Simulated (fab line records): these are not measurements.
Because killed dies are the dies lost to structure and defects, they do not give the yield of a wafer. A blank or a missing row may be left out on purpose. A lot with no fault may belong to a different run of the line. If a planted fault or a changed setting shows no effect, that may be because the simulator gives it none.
A lot that was struck, set against a sound lot -- flow n5 finfet -- 14 steps out of a route of 1938
Sound: these wafers, L632.2, L632.5. Struck: wafer L641.5 (left out: L641.2, L641.3 of the same lot, which were not struck); the cause appears at the end.
Per side, at each step with rows, come the tool, then ch with its chambers, and then its first start. Under that, the readings that differ: sound wafers -- struck wafers -- difference of the means -- sigmas: that difference in standard deviations of wafers without a fault.
alike: same words and numbers on both sides, and readings whose means sit less than 2 such deviations apart. not compared: any withheld reading, any reading some wafer has no value for, any bound like >300 that may hide the same value, and any number with overlapping values for which the record gives no deviation.
Wherever a step has rows on one side only, a row that says differs or no value, or a row with sigmas, the two part there. Non-overlapping numbers with no deviation appear without sigmas and do not part them. A reading missing from all wafers of one side parts the sides only when that side holds two or more wafers.

first, 2 steps without rows for these wafers: N5_HKMG_FIN_COAT_66 (time 60 s, resist thk 300 nm); N5_HKMG_FIN_ETCH_67 (etches SOC in N2/H2, stops on TiN, target depth 388.9 nm).
N5_HKMG_FIN_STRIP_90: strips SOC in N2/H2, time 20 s.
  sound on rie diel-03 ch 0,1, day 4 08:55; struck on rie diel-03 ch 2, day 6 12:08
reading,sound,struck,difference,sigmas
drypump motor current A (A),6.1 6.2,5.2,-1.0,-2
  alike: chamber pressure mTorr, oes product au, rf vpp V, showerhead plenum p Torr, throttle valve pct
  not compared: rf hours counter h
then, 1 step without rows for these wafers: N5_HKMG_FIN_WET_ETCH_73 (etches the open film in SC1, time 42.3 s, target depth 1.3 nm, rinse time 30 s).
N5_HKMG_FIN_ETCHBACK_68: etches the open film in Cl2/Ar, stops on HfO2, target depth 0.5 nm.
  sound on rie metal-02 ch 0, day 4 09:04; struck on rie metal-02 ch 0, day 6 12:18
  alike: chamber pressure mTorr, drypump motor current A, oes product au, throttle valve pct
  not compared: rf hours counter h
N5_HKMG_FIN_STRIP_69: strips in N2/H2, time 360 s.
  sound on plasma asher-02 ch 0,1, day 4 09:13; struck on plasma asher-02 ch 0, day 6 12:26
  alike: drypump motor current A, heater power w
  not compared: rf hours counter h
then, 1 step without rows for these wafers: N5_HKMG_FIN_ALD_21 (deposits TiN, target thk 1.5 nm, pulse time 1 s, purge time 3 s).
N5_HKMG_FIN_ALD_72: deposits W, target thk 2 nm, pulse time 1 s, purge time 2 s.
  sound on cvd w-02 ch 1, day 4 09:57; struck on cvd w-02 ch 0, day 6 13:11
  alike: heater power w, precursor pulse height rel
then, 3 steps without rows for these wafers: N5_HKMG_FIN_W_FILL_22 (material W, target thk 60 nm, time 18.2 s); N5_HKMG_FIN_PRECLEAN_83 (cleans in DIW, time 57.5 s); N5_HKMG_FIN_SRD_84 (dry time 32 s).
N5_HKMG_FIN_CMP_23: polishes, stops on SiNx, t overpolish 10 s, target thk 46.326 nm.
  sound on cmp-02 ch 0,3, day 4 10:17; struck on cmp-02 ch 1, day 6 13:31
  alike: motor current A, overpolish run s, platen rpm, time to endpoint s
N5_HKMG_FIN_CMP_94: polishes, stops on SiNx, t overpolish 4.7 s, target thk 43.299 nm.
  sound on cmp-02 ch 0,3, day 4 10:40; struck on cmp-02 ch 1, day 6 13:54
reading,sound,struck,difference,sigmas
platen rpm (rpm),50.24 50.30,48.32,-1.95,-50
  alike: motor current A
-- a jump in the record: the struck wafers' starts before and after are 8 days apart (it breaks off in module HKMG_FIN and resumes in module PASSIVATION, where the first step shown is number 1936 of the route) --
N5_PASSIVATION_PROBE_49:
  sound: prober-02 at day 12 01:37; struck: prober-01 at day 14 07:13
  alike: killed_at_M0_to_M3, killed_at_M4_up, killed at contacts, killed at front end, killed at other, killed dies, killed on rim, killed open, killed short

WHERE THEY PART
First at N5_HKMG_FIN_STRIP_90; last, within this record, at N5_HKMG_FIN_CMP_94. Later steps at which nothing parts them and some readings are alike: N5_PASSIVATION_PROBE_49.

WHY: what had been put in by the simulator
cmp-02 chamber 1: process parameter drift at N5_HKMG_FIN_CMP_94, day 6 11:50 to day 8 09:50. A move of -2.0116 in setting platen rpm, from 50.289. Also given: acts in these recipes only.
